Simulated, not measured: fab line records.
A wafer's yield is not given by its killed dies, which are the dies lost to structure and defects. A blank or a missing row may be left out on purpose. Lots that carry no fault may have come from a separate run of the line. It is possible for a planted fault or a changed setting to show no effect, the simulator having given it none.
The tool behind it: which one? ; flow n5Finfet ; 6 lots with 16 wafers sampled at 4 steps, on a route of 1938 steps

## WHAT THE GAUGES SHOWED, per wafer
N5_BEOL_M5_THK_MEAS_01.
lot;measured;on;M5_ILD_THK (nm)
L614;day 9 01:08;filmMetro-01;119.7 121.3 120.1
L619;day 9 15:33;filmMetro-01;121.3 120.1 119.9
L622;day 10 11:12;filmMetro-01;119.2 123.5
L625;day 11 18:01;filmMetro-02;120.5 123.3 122.4
L628;day 12 01:44;filmMetro-01;121.3 86.6
L636;day 14 04:50;filmMetro-02;116.7 119.2 120.6

## TOOL THAT RAN EACH LOT (tool first, then ch and the chambers of the sampled wafers, then the start)
lot;N5_BEOL_M4_ANNEAL_93;N5_BEOL_M4_DEP_57;N5_BEOL_M5_ILD_DEP_00
L614;pvdSputter-03, day 8 22:09;pecvd-04 ch 0,1,2, day 8 23:29;pecvd-01 ch 0,2, day 9 00:34
L619;pvdSputter-01, day 9 12:30;pecvd-01 ch 0,1, day 9 13:51;pecvd-01 ch 0,1, day 9 14:57
L622;pvdSputter-02, day 10 07:43;pecvd-04 ch 0,2, day 10 09:04;pecvd-03 ch 0,2, day 10 10:08
L625;pvdSputter-02, day 11 15:01;pecvd-01 ch 0,1,2, day 11 16:22;pecvd-02 ch 0,1,2, day 11 17:27
L628;pvdSputter-02, day 11 22:42;pecvd-04 ch 0,1, day 12 00:05;pecvd-02 ch 0,2, day 12 01:11
L636;pvdSputter-03, day 14 01:20;pecvd-01 ch 0,1,2, day 14 02:41;pecvd-03 ch 0,1,2, day 14 03:47
- N5_BEOL_M4_ANNEAL_93: time 240 s.
- N5_BEOL_M4_DEP_57: deposits SiCN from 3MS/NH3, target thk 8 nm, time 14 s.
- N5_BEOL_M5_ILD_DEP_00: deposits SiCOH lowk from DEMS/porogen, target thk 140.64 nm, time 25.9 s.

## THE ANSWER, worked out from the rows above alone
Rule: usual is defined by the lots themselves. Put in order of their means at a reading, lots are off if they are a third of the lots or fewer, leave a main group of 4 or more, and stand apart from it by a gap of 3 or more times the standard deviation of the main group's means; of several such gaps the widest counts. Not used: any main group whose means are identical at the precision the tables above print for the reading. A lot without any number at a reading at which 4 lots or more have one is off too. All remaining lots with rows at the step are treated as sound.
Off: L628, at N5_BEOL_M5_THK_MEAS_01 (M5_ILD_THK). The main group: mean 120.6 nm, standard deviation 1.1.
If a tool, at a process step before that reading, ran all the lots that are off and no sound lot after the first of them, it fits. Gauges at N5_BEOL_M5_THK_MEAS_01: tried the same way as those tools. Can't be told from this: 4 tools fit, pvdSputter-02 at N5_BEOL_M4_ANNEAL_93, pecvd-04 at N5_BEOL_M4_DEP_57, pecvd-02 at N5_BEOL_M5_ILD_DEP_00, filmMetro-01 at N5_BEOL_M5_THK_MEAS_01.

## WHAT THE SIMULATOR PUT IN
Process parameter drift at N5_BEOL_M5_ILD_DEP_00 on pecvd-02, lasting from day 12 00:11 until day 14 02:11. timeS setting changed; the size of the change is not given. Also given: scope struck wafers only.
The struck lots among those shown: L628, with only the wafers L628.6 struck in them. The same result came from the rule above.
